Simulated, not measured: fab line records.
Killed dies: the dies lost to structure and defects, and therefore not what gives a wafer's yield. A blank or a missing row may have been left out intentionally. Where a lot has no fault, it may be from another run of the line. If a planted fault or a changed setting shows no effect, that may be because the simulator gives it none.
Tool commonality check | flow nand harc | Sample size 11 lots and 33 wafers

== WHY IT WAS OPENED ==
At NHARC_P_M1_CD_MEAS_09 the reading cd nm is flagged on 2 of 11 lots. Wafers without a fault read 130.1 nm, standard deviation 0.6.
Rule: a lot is flagged when every wafer of it that has a number lies more than 4 standard deviations from that mean, or none has a number. The rest of the lots are taken to be sound.

lot  | measured     | on        | cd nm (nm), wafer by wafer | flag
L794 | day 6 18:52  | cd sem-03 | 130.3 130.7 129.7          |
L793 | day 6 19:31  | cd sem-01 | 130.1 130.1 131.5          |
L792 | day 6 22:41  | cd sem-03 | 130.1 130.1 130.9          |
L796 | day 7 13:35  | cd sem-03 | 129.8 129.0 129.6          |
L803 | day 9 04:16  | cd sem-03 | 141.3 139.8 141.0          | FLAGGED
L802 | day 9 14:01  | cd sem-02 | 141.6 142.4 141.2          | FLAGGED
L808 | day 10 03:31 | cd sem-02 | 129.4 130.6 129.9          |
L810 | day 10 12:43 | cd sem-01 | 129.4 130.0 130.3          |
L809 | day 10 13:21 | cd sem-03 | 131.0 131.7 130.1          |
L811 | day 10 18:53 | cd sem-01 | 130.8 130.1 130.8          |
L813 | day 11 06:09 | cd sem-02 | 129.1 129.8 129.2          |
The numbers of the flagged lots are 141.2 nm on average: +11.1 nm against the usual, or +19 standard deviations.

== EACH LOT AND THE TOOL IT RAN ON ==
The record holds 3 process steps before the reading, out of a route of 1159 steps. Read each cell as the tool, then ch plus the chambers that the sampled wafers visited, then the start.
lot  | flag    | NHARC_P_M0_PRE_CLEAN_29                 | NHARC_P_M0_ANNEAL_30             | NHARC_P_M1_PEB_07
L794 |         | pvd sputter-01, day 6 16:46 or earlier  | rtp anneal-02 ch 0, day 6 16:46  | litho track-06 ch 0, day 6 18:47
L793 |         | pvd sputter-01, day 6 17:22 or earlier  | rtp anneal-02 ch 0, day 6 17:22  | litho track-01 ch 0, day 6 19:26
L792 |         | pvd sputter-01, day 6 20:37 or earlier  | rtp anneal-02 ch 0, day 6 20:37  | litho track-01 ch 0, day 6 22:37
L796 |         | pvd sputter-01, day 7 11:25 or earlier  | rtp anneal-01 ch 0, day 7 11:25  | litho track-01 ch 0, day 7 13:31
L803 | FLAGGED | pvd sputter-02, day 9 02:05 or earlier  | rtp anneal-02 ch 0, day 9 02:05  | litho track-01 ch 0, day 9 04:11
L802 | FLAGGED | pvd sputter-03, day 9 11:55 or earlier  | rtp anneal-02 ch 0, day 9 11:55  | litho track-01 ch 0, day 9 13:56
L808 |         | pvd sputter-01, day 10 01:03 or earlier | rtp anneal-01 ch 0, day 10 01:03 | litho track-04 ch 0, day 10 03:26
L810 |         | pvd sputter-02, day 10 10:32 or earlier | rtp anneal-02 ch 0, day 10 10:32 | litho track-04 ch 0, day 10 12:38
L809 |         | pvd sputter-01, day 10 11:08 or earlier | rtp anneal-01 ch 0, day 10 11:08 | litho track-06 ch 0, day 10 13:16
L811 |         | pvd sputter-02, day 10 16:41 or earlier | rtp anneal-01 ch 0, day 10 16:41 | litho track-06 ch 0, day 10 18:49
L813 |         | pvd sputter-03, day 11 03:55 or earlier | rtp anneal-02 ch 0, day 11 03:55 | litho track-06 ch 0, day 11 06:04
What these steps do:
- NHARC_P_M0_PRE_CLEAN_29: time 30 s.
- NHARC_P_M0_ANNEAL_30: time 90 s.
- NHARC_P_M1_PEB_07: peb time 65 s.
- NHARC_P_M1_CD_MEAS_09: target cd 130 nm.

== FLAGGED AGAINST TOTAL, ONE TOOL AT A TIME (gauges that did the reading follow at the end) ==
step                    | tool           | lots run | flagged | share of the flagged lots | sound lots run after its first flagged lot
NHARC_P_M0_PRE_CLEAN_29 | pvd sputter-01 | 6        | 0       | none                      | -
NHARC_P_M0_PRE_CLEAN_29 | pvd sputter-02 | 3        | 1       | some                      | 2 (L810,L811)
NHARC_P_M0_PRE_CLEAN_29 | pvd sputter-03 | 2        | 1       | some                      | 1 (L813)
NHARC_P_M0_ANNEAL_30    | rtp anneal-01  | 4        | 0       | none                      | -
NHARC_P_M0_ANNEAL_30    | rtp anneal-02  | 7        | 2       | all                       | 2 (L810,L813)
NHARC_P_M1_PEB_07       | litho track-01 | 5        | 2       | all                       | 0
NHARC_P_M1_PEB_07       | litho track-04 | 2        | 0       | none                      | -
NHARC_P_M1_PEB_07       | litho track-06 | 4        | 0       | none                      | -
NHARC_P_M1_CD_MEAS_09   | cd sem-01      | 3        | 0       | none                      | -
NHARC_P_M1_CD_MEAS_09   | cd sem-02      | 3        | 1       | some                      | 2 (L808,L813)
NHARC_P_M1_CD_MEAS_09   | cd sem-03      | 5        | 1       | some                      | 1 (L809)
NHARC_P_M0_PRE_CLEAN_29 gives no start for some lots, so the hours and the order of its lots are those of NHARC_P_M0_ANNEAL_30.

== WHAT THE TABLE ALLOWS ==
In 2 table rows, all flagged lots were run: rtp anneal-02 (NHARC_P_M0_ANNEAL_30), litho track-01 (NHARC_P_M1_PEB_07).
- rtp anneal-02 at NHARC_P_M0_ANNEAL_30: 2 of its 7 lots flagged. Lots that were sound ran on it after the first flagged one (L810, L813); a persistent fault on the entire tool would not allow that.
- litho track-01 at NHARC_P_M1_PEB_07: 2 of its 5 lots flagged. Last sound lot L796 at day 7 13:31, first flagged lot L803 at day 9 04:11; a fault beginning in between fits. Its own readings (heater power total W, plate temp C) fall more than 4 standard deviations out on all wafers of the flagged lots.
Just one tool remains: litho track-01 at NHARC_P_M1_PEB_07.

== WHAT WAS PUT IN BY THE SIMULATOR ==
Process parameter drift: litho track-01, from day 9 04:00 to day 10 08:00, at NHARC_P_M1_PEB_07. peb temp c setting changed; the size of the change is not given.
Lots struck among those shown: L803, L802. Same finding as the rule above.
